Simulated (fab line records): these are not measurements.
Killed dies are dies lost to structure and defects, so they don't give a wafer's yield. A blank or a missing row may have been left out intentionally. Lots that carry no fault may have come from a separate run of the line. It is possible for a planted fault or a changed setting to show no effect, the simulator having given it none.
Matching of chambers -- flow nand harc -- NHARC_P_CONTACT_STRIP_28 on rie diel-09: 4 sister chambers
The step strips in O2. 4 wafers are shown with their chamber, then 7 later ones without.

## WAFERS PAIRED WITH THEIR CHAMBERS
wafer,chamber,showerhead plenum p Torr (Torr)
L086.2,2,3.34
L086.4,3,3.42
L085.1,1,3.68
L085.3,0,3.35

## WAFERS WITHOUT THEIR CHAMBER
wafer,showerhead plenum p Torr (Torr)
L085.6,3.68
L094.1,3.34
L094.2,3.35
L094.5,3.34
L096.1,3.34
L096.2,3.41
L096.3,3.35

## EACH ONE'S CHAMBER
wafer,from the rows above,in truth
L085.6,1,1
L094.1,2,2
L094.2,0,0
L094.5,2,2
L096.1,2,2
L096.2,3,3
L096.3,0,0
Correct placement for 7 of the 7. Number that these rows cannot place: 0. Number placed wrongly: 0.
How it was worked out, from the rows above alone: a wafer's distance from a chamber is the root of the sum, over the readings, of the square of ((its reading less the chamber's mean) divided by the reading's scatter). If the next closest chamber is less than 2 further off than the closest, the wafer can't be placed; otherwise it belongs to the closest. For every chamber, the mean is computed from those of its wafers that are shown. The scatter (one wafer shown for each chamber): square how far every hidden wafer sits from the nearest shown wafer, average those squares and take the square root.
